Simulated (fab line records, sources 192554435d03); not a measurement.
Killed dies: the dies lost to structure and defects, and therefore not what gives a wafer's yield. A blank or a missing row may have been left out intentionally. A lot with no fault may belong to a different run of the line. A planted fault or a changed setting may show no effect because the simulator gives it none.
Chamber matching -- flow n5_finfet -- N5_BEOL_M0_CUTY_ETCH_63 on rie_diel-06 has 4 sister chambers
The step etches SOC in N2/H2, target depth 82.7 nm, overetch 16.5 nm, time 124 s. 16 wafers are shown with their chamber, then 8 later ones without.

WAFERS, EACH WITH ITS CHAMBER
wafer,chamber,showerhead_plenum_p_Torr (Torr),drypump_motor_current_A (A),oes_product_au (a.u.)
L078.1,1,2.61,5.6,0.60
L078.2,0,2.47,5.9,0.69
L078.4,3,2.65,5.1,0.60
L080.2,1,2.61,5.7,0.59
L080.3,3,2.65,5.1,0.59
L080.4,3,2.65,5.1,0.59
L082.3,0,2.46,5.9,0.69
L082.4,2,2.57,5.5,0.68
L082.6,0,2.46,5.9,0.69
L083.2,0,2.46,5.9,0.68
L083.5,0,2.46,5.9,0.68
L083.6,3,2.65,5.1,0.58
L084.1,2,2.57,5.5,0.67
L084.3,3,2.65,5.1,0.59
L084.5,0,2.46,5.9,0.68
L091.1,2,2.57,5.5,0.67

SIGNATURES (means of the wafers above)
reading,chamber 0,chamber 1,chamber 2,chamber 3,scatter within a chamber
showerhead_plenum_p_Torr,2.4617,2.6100,2.5700,2.6500,0.00264
drypump_motor_current_A,5.900,5.650,5.500,5.100,0.0204
oes_product_au,0.6850,0.5950,0.6733,0.5900,0.00624
Rule: distance of a wafer from a chamber = root of the sum over the readings of ((wafer's reading minus chamber's mean) / reading's scatter) squared. If the next closest chamber is less than 2 further off than the closest, the wafer can't be placed; otherwise it belongs to the closest. How the scatter is found: for the shown wafers, subtract from each reading the mean of its chamber, square and add these, divide the total by (wafers less chambers), then take the root.

WAFERS WITHOUT THEIR CHAMBER
wafer,showerhead_plenum_p_Torr (Torr),drypump_motor_current_A (A),oes_product_au (a.u.)
L091.2,2.60,5.6,0.57
L091.4,2.46,5.9,0.66
L095.1,2.64,5.1,0.58
L095.3,2.59,5.6,0.58
L095.6,2.45,5.9,0.66
L097.1,2.45,5.9,0.66
L097.3,2.56,5.5,0.66
L097.6,2.64,5.1,0.58

THE CHAMBER EACH PASSED THROUGH
wafer,from the rows above,in truth
L091.2,1,1
L091.4,0,0
L095.1,3,3
L095.3,1,1
L095.6,0,0
L097.1,0,0
L097.3,2,2
L097.6,3,3
Placed correctly: 8 of 8. Left unplaced by these rows: 0. Number placed wrongly: 0.
